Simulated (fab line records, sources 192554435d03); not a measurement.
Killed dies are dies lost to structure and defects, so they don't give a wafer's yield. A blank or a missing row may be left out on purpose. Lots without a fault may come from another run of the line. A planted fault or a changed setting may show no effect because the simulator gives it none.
Which tool did it? | flow n5_finfet | 24 lots, 72 wafers sampled, at 2 steps of a route of 1938

WHAT THE GAUGES READ, wafer by wafer
N5_BEOL_M3_CD_MEAS_18: pitch 36 nm, target cd 18 nm. Usual: cd_nm 17.99 nm, standard deviation 0.26.
lot  | measured     | on        | cd_nm (nm)        | flag
L074 | day 7 12:14  | cd_sem-01 | 18.28 18.26 17.60 |
L075 | day 7 16:22  | cd_sem-01 | 17.63 17.76 18.56 |
L076 | day 7 18:00  | cd_sem-02 | 18.07 17.97 17.58 |
L079 | day 8 09:32  | cd_sem-03 | 18.04 18.46 18.10 |
L077 | day 8 13:10  | cd_sem-01 | 18.05 17.88 17.88 |
L078 | day 8 17:41  | cd_sem-03 | 17.95 17.92 17.88 |
L081 | day 9 10:25  | cd_sem-02 | 17.76 18.05 18.16 |
L080 | day 9 14:52  | cd_sem-02 | 18.44 18.82 18.48 |
L083 | day 9 15:08  | cd_sem-02 | 18.49 18.20 18.24 |
L082 | day 10 11:04 | cd_sem-01 | 17.83 17.98 18.23 |
L084 | day 10 13:49 | cd_sem-03 | 18.12 17.84 17.91 |
L085 | day 10 17:34 | cd_sem-02 | 18.08 18.05 18.23 |
L086 | day 10 18:03 | cd_sem-01 | 17.72 17.79 18.05 |
L087 | day 10 18:14 | cd_sem-02 | 18.05 17.89 18.27 |
L089 | day 11 02:30 | cd_sem-03 | 18.03 18.10 17.59 |
L088 | day 11 08:25 | cd_sem-02 | 18.22 18.56 18.11 |
L090 | day 11 16:03 | cd_sem-02 | 18.19 18.20 18.25 |
L091 | day 11 16:23 | cd_sem-02 | 17.87 17.90 17.63 |
L092 | day 12 11:44 | cd_sem-03 | 18.20 17.88 17.76 |
L093 | day 12 12:49 | cd_sem-01 | 17.98 18.07 18.09 |
L094 | day 12 19:38 | cd_sem-01 | 18.02 17.82 18.03 |
L095 | day 13 11:46 | cd_sem-01 | 18.03 17.81 17.69 |
L096 | day 13 19:14 | cd_sem-02 | 17.96 18.22 17.91 |
L097 | day 14 04:32 | cd_sem-01 | 17.78 17.74 17.75 |

WHICH TOOL RAN EACH LOT (tool, then ch and the chambers of the sampled wafers, then the start)
lot  | N5_BEOL_M3_DESCUM_16
L074 | rie_diel-05 ch 0,2,3, day 7 11:48
L075 | rie_diel-02 ch 0,1,3, day 7 15:55
L076 | rie_diel-02 ch 0,2, day 7 17:32
L079 | rie_diel-02 ch 0,1,2, day 8 09:07
L077 | rie_diel-06 ch 2,3, day 8 12:33
L078 | rie_diel-02 ch 0,2, day 8 17:16
L081 | rie_diel-06 ch 0,1,2, day 9 09:58
L080 | rie_diel-02 ch 0,1, day 9 14:26
L083 | rie_diel-02 ch 0,3, day 9 14:43
L082 | rie_diel-06 ch 0,1,3, day 10 10:32
L084 | rie_diel-05 ch 1,3, day 10 13:23
L085 | rie_diel-06 ch 0,1,2, day 10 17:02
L086 | rie_diel-02 ch 0,2, day 10 17:32
L087 | rie_diel-02 ch 0,3, day 10 17:46
L089 | rie_diel-02 ch 0,3, day 11 02:04
L088 | rie_diel-06 ch 0,1, day 11 07:59
L090 | rie_diel-06 ch 0,3, day 11 15:37
L091 | rie_diel-05 ch 0,1,2, day 11 15:57
L092 | rie_diel-05 ch 0,1,3, day 12 11:08
L093 | rie_diel-06 ch 2,3, day 12 12:23
L094 | rie_diel-02 ch 0,3, day 12 19:12
L095 | rie_diel-02 ch 1,2,3, day 13 11:20
L096 | rie_diel-06 ch 1,2, day 13 18:48
L097 | rie_diel-06 ch 1,2, day 14 04:05
- N5_BEOL_M3_DESCUM_16: chemistry O2, time 7 s.

WHAT THE TOOLS THEMSELVES READ (means of the sampled wafers that have a number; where no wafer has one, the mark that the record gives instead)
N5_BEOL_M3_DESCUM_16. Usual: bias_power_w 20.00 W, standard deviation 0.068; drypump_motor_current_A 5.8 A, standard deviation 0.56; oes_product_au 0.80 a.u., standard deviation 0.067; rf_vpp_V 243.0 V, standard deviation 1.4; showerhead_plenum_p_Torr 2.09 Torr, standard deviation 0.069; throttle_valve_pct 20.33 %, standard deviation 0.2.
lot  | tool        | bias_power_w (W) | drypump_motor_current_A (A) | oes_product_au (a.u.) | rf_vpp_V (V) | showerhead_plenum_p_Torr (Torr) | throttle_valve_pct (%) | flag
L074 | rie_diel-05 | 20.01            | 5.4                         | 0.83                  | 244.0        | 2.14                            | 20.18                  |
L075 | rie_diel-02 | 20.04            | 5.6                         | 0.86                  | 243.1        | 2.13                            | 20.17                  |
L076 | rie_diel-02 | 20.00            | 6.0                         | 0.83                  | 243.8        | 2.13                            | 20.34                  |
L079 | rie_diel-02 | 20.02            | 6.1                         | 0.85                  | 244.5        | 2.16                            | 20.32                  |
L077 | rie_diel-06 | 20.00            | 6.3                         | 0.74                  | 242.4        | 2.06                            | 20.65                  |
L078 | rie_diel-02 | 20.00            | 6.0                         | 0.82                  | 243.8        | 2.13                            | 20.36                  |
L081 | rie_diel-06 | 20.02            | 6.0                         | 0.73                  | 242.0        | 2.05                            | 20.45                  |
L080 | rie_diel-02 | 20.04            | 6.0                         | 0.83                  | 244.7        | 2.16                            | 20.19                  |
L083 | rie_diel-02 | 20.01            | 5.4                         | 0.81                  | 242.6        | 2.09                            | 20.08                  |
L082 | rie_diel-06 | 20.06            | 5.7                         | 0.76                  | 242.1        | 2.04                            | 20.44                  |
L084 | rie_diel-05 | 19.96            | 5.9                         | 0.74                  | 244.3        | 2.16                            | 20.19                  |
L085 | rie_diel-06 | 20.03            | 6.0                         | 0.72                  | 242.0        | 2.05                            | 20.46                  |
L086 | rie_diel-02 | 20.04            | 6.0                         | 0.81                  | 244.5        | 2.12                            | 20.37                  |
L087 | rie_diel-02 | 19.93            | 5.4                         | 0.80                  | 242.5        | 2.09                            | 20.09                  |
L089 | rie_diel-02 | 19.94            | 5.0                         | 0.81                  | 242.4        | 2.05                            | 20.10                  |
L088 | rie_diel-06 | 20.06            | 5.5                         | 0.76                  | 242.2        | 2.04                            | 20.38                  |
L090 | rie_diel-06 | 20.00            | 6.1                         | 0.71                  | 241.7        | 2.05                            | 20.40                  |
L091 | rie_diel-05 | 20.03            | 5.4                         | 0.79                  | 243.1        | 2.10                            | 20.24                  |
L092 | rie_diel-05 | 19.96            | 5.6                         | 0.73                  | 244.6        | 2.15                            | 20.22                  |
L093 | rie_diel-06 | 20.05            | 6.3                         | 0.91                  | 242.4        | 2.05                            | 20.45                  |
L094 | rie_diel-02 | 20.03            | 5.4                         | 0.80                  | 243.4        | 2.08                            | 20.12                  |
L095 | rie_diel-02 | 20.08            | 5.8                         | 0.80                  | 244.1        | 2.12                            | 20.37                  |
L096 | rie_diel-06 | 20.01            | 5.7                         | 0.83                  | 242.3        | 2.03                            | 20.43                  |
L097 | rie_diel-06 | 20.04            | 6.2                         | 0.89                  | 242.3        | 2.05                            | 20.41                  |

THE ANSWER, worked out from the rows above alone
Rule: a lot is off if the mean of its wafers that have a number lies more than 3 standard deviations from the usual mean. A lot without any number at a reading at which 4 lots or more have one is off too. The other lots that the step has rows for count as sound. The gauges are gone through in route order, then the tools' own readings, and for those a lot's mean is taken as printed above. The first step at which some lot is off is used, and at that step the reading that is off furthest; a lot without a number counts as furthest.
No lot is off at any reading shown: from this, nothing can be told.

WHAT THE SIMULATOR HAD PUT IN
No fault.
